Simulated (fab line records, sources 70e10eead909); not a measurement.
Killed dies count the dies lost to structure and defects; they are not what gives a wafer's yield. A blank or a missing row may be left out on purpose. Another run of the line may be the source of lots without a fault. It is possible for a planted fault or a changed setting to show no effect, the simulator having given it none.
Shared-tool check    flow nand harc    13 lots, 39 wafers sampled

== WHAT PROMPTED THE OPENING ==
On 1 of the 13 lots, a flag is raised at NHARC_END_SORT_01 on the reading killed at periphery. Fault-free wafers read 3.5, with a standard deviation of 2.5.
Rule: a lot gets a flag if all its wafers with a number sit over 4 standard deviations from that mean, or if no wafer of it has a number. The rest of the lots are taken to be sound.

lot   measured      on         killed at periphery, wafer by wafer  flag
L242  day 24 23:26  prober-02  1 1 1                                
L244  day 25 14:14  prober-02  7 5 3                                
L245  day 26 06:40  prober-01  3 2 2                                
L247  day 27 15:23  prober-01  588 599 590                          FLAGGED
L255  day 30 10:13  prober-02  3 4 1                                
L257  day 30 14:16  prober-01  2 1 2                                
L256  day 30 15:40  prober-02  2 1 3                                
L258  day 32 13:10  prober-01  3 3 5                                
L259  day 32 20:56  prober-01  0 1 5                                
L261  day 32 22:36  prober-02  3 3 5                                
L260  day 33 04:50  prober-01  4 2 5                                
L262  day 33 12:11  prober-02  10 12 10                             
L263  day 34 01:32  prober-01  8 1 2                                
Averaged over the flagged lots the numbers come to 592.3, +588.8 from the usual (+99 or more standard deviations).

== LOT BY LOT: THE TOOL USED ==
The record holds 2 process steps before the reading, out of a route of 1302 steps. Each cell gives the tool, then ch followed by the chambers the sampled wafers passed through, then the start.
lot   flag     NHARC_P_ZERO_WELL_EXPOSE_21        NHARC_P_GATE_DEP_103
L242           krf scanner-04 ch 0, day 2 09:02   pecvd-04 ch 1,2, day 5 14:41
L244           krf scanner-01 ch 0, day 3 04:22   pecvd-02 ch 0,1,2, day 6 09:38
L245           krf scanner-01 ch 0, day 3 14:20   pecvd-03 ch 0,1,2, day 6 14:56
L247  FLAGGED  krf scanner-01 ch 0, day 4 10:21   no row
L255           krf scanner-03 ch 0, day 7 18:22   pecvd-02 ch 0,1,2, day 11 04:20
L257           krf scanner-03 ch 0, day 8 14:40   pecvd-03 ch 0,1,2, day 11 19:56
L256           krf scanner-04 ch 0, day 8 04:33   pecvd-02 ch 0,2, day 11 04:54
L258           krf scanner-03 ch 0, day 9 00:26   pecvd-03 ch 0,1, day 12 13:53
L259           krf scanner-04 ch 0, day 9 10:25   pecvd-04 ch 0,1,2, day 12 21:25
L261           krf scanner-03 ch 0, day 10 06:13  pecvd-04 ch 0,1,2, day 13 02:55
L260           krf scanner-03 ch 0, day 9 20:41   pecvd-03 ch 0,1, day 13 03:01
L262           krf scanner-01 ch 0, day 10 16:28  pecvd-03 ch 0,2, day 13 14:53
L263           krf scanner-03 ch 0, day 11 02:18  pecvd-04 ch 0,1, day 14 07:19
What is done by these steps:
- NHARC_P_ZERO_WELL_EXPOSE_21: exposes mask P NWELL, target cd 720 nm.
- NHARC_P_GATE_DEP_103: deposits SiON, target thk 30 nm.
- NHARC_END_SORT_01

== FLAGGED OVER TOTAL, TOOL BY TOOL (the gauges that took the reading come last) ==
step                         tool            lots run  flagged  share of the flagged lots  sound lots run after its first flagged lot
NHARC_P_ZERO_WELL_EXPOSE_21  krf scanner-01  4         1        all                        1 (L262)
NHARC_P_ZERO_WELL_EXPOSE_21  krf scanner-03  6         0        none                       -
NHARC_P_ZERO_WELL_EXPOSE_21  krf scanner-04  3         0        none                       -
NHARC_P_GATE_DEP_103         pecvd-02        3         0        none                       -
NHARC_P_GATE_DEP_103         pecvd-03        5         0        none                       -
NHARC_P_GATE_DEP_103         pecvd-04        4         0        none                       -
NHARC_END_SORT_01            prober-01       7         1        all                        5 (L257,L258,L259,L260,L263)
NHARC_END_SORT_01            prober-02       6         0        none                       -

== WHAT IS ALLOWED BY THE TABLE ==
Table rows that saw every flagged lot: 2, namely krf scanner-01 at NHARC_P_ZERO_WELL_EXPOSE_21 and prober-01 at NHARC_END_SORT_01.
- krf scanner-01 at NHARC_P_ZERO_WELL_EXPOSE_21: 1 of its 4 lots flagged. Lots that were sound ran on it after the first flagged one (L262); a persistent fault on the entire tool would not allow that.
- prober-01 at NHARC_END_SORT_01: 1 of its 7 lots flagged. Lots that were sound ran on it after the first flagged one (L257, L258, L259, L260, L263); a persistent fault on the entire tool would not allow that.
There is no row in the table that ran each flagged lot and no sound lot after the first.

== WHAT THE SIMULATOR HAD INSERTED ==
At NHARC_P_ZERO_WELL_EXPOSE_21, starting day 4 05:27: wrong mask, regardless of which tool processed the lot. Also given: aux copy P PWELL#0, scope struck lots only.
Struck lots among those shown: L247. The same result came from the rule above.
